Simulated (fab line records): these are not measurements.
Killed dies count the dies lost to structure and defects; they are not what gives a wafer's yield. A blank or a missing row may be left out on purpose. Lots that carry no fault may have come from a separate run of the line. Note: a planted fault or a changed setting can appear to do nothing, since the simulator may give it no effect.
8D (eight disciplines) problem report, filled in by code | flow nand_harc | the parts of the form that need people (team, actions taken, sign-off) are left out

## 1. PROBLEM STATEMENT
At NHARC_END_SORT_01, killed_dies averages 677 over 9 wafers from 3 lots, while fault-free wafers read 32, standard deviation 11. That is +59 standard deviations from the usual mean.
First seen on wafer L769.2, day 20 16:56, on prober-01. The record holds 9 wafers of 3 lots with a number at this step. By rule, "out" or "out of limits" means more than 4 standard deviations away from the usual mean. All remaining wafers that have a number are taken as sound.

## 2. WHAT THIS IS AND IS NOT
question                    | is                           | is not
which readings at this step | killed_dies, killed_at_array | killed_open, killed_short
which lots                  | L768, L769, L770             | -
which wafers of those lots  | all that have a number       | -
read on which gauges        | prober-01, prober-02         | -
when                        | from day 20 16:56            | up to then (0 sound wafers)

## 3. THE SUSPECTS, EACH WITH WHAT RULES IT OUT
Counting: a tool stays on the suspect list if, at a process step up to the reading, it processed all lots that are out and no sound lot following the first of them.
- the gauge at NHARC_END_SORT_01: ruled out. Those wafers that are out were read across 2 gauges (prober-01, prober-02).
- ald_sin_batch-01 at NHARC_A_CHANNEL_FILL_D1_ALD_15 (deposits SiNx, target thk 2 nm, pulse time 60 s, ald cycles 19): kept. It ran every lot that is out, first L769 (day 12 12:13), and no sound lot after that. With no start given for some of its lots, NHARC_A_CHANNEL_FILL_D1_ALD_15 uses the hours and lot order of NHARC_A_STAIRCASE_ETCH_169.
- rie_diel-04 at NHARC_A_STAIRCASE_ETCH_169 (etches the open film in CH3F/O2, target depth 50 nm, time 107.1 s): kept. It ran every lot that is out, first L769 (day 12 12:13), and no sound lot after that.
After counting, ald_sin_batch-01 at NHARC_A_CHANNEL_FILL_D1_ALD_15 and rie_diel-04 at NHARC_A_STAIRCASE_ETCH_169 remain.

## 4. THE CAUSE (what the simulator had put in)
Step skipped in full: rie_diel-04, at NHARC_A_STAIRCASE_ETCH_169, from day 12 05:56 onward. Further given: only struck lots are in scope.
Counting left 2 suspects, and this tool is among them.

## 5. THE CHAIN OF EFFECTS, in route order
One row per reading whose mean, taken over the struck wafers that have a number, lies over 3 standard deviations from the usual. Scope: only readings with a usual standard deviation given in the record; hours: median across lots of the time from each lot's start at the first step in this table that gives one to its start at this step; sigmas: change in usual standard deviations.
hours | step              | reading         | usual | on struck wafers | change | sigmas
0     | NHARC_END_SORT_01 | killed_at_array | 27    | 672              | +645   | +54
0     | NHARC_END_SORT_01 | killed_dies     | 32    | 677              | +645   | +59
Readings that are blank on the struck wafers while sound wafers have them: bias_w at NHARC_A_STAIRCASE_ETCH_169; ch3f_flow_sccm at NHARC_A_STAIRCASE_ETCH_169; drypump_motor_current_A at NHARC_A_STAIRCASE_ETCH_169; o2_flow_sccm at NHARC_A_STAIRCASE_ETCH_169; oes_product_au at NHARC_A_STAIRCASE_ETCH_169; rf_vpp_V at NHARC_A_STAIRCASE_ETCH_169; showerhead_plenum_p_Torr at NHARC_A_STAIRCASE_ETCH_169; throttle_valve_pct at NHARC_A_STAIRCASE_ETCH_169.

## 6. WHAT WOULD HAVE CAUGHT IT SOONER
In this record the first reading out of limits at a measuring or inspecting step was taken at day 20 16:56, 203 hours after the fault began at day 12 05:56.
At NHARC_A_STAIRCASE_ETCH_169 the tool's readings are blank on the struck wafers, where sound wafers have them: an empty tool record is the first sign, and it was there at once.
Lots out: 3; all had begun NHARC_A_STAIRCASE_ETCH_169 on rie_diel-04 by day 20 16:56. None of them would have been spared by holding the tool at that moment.
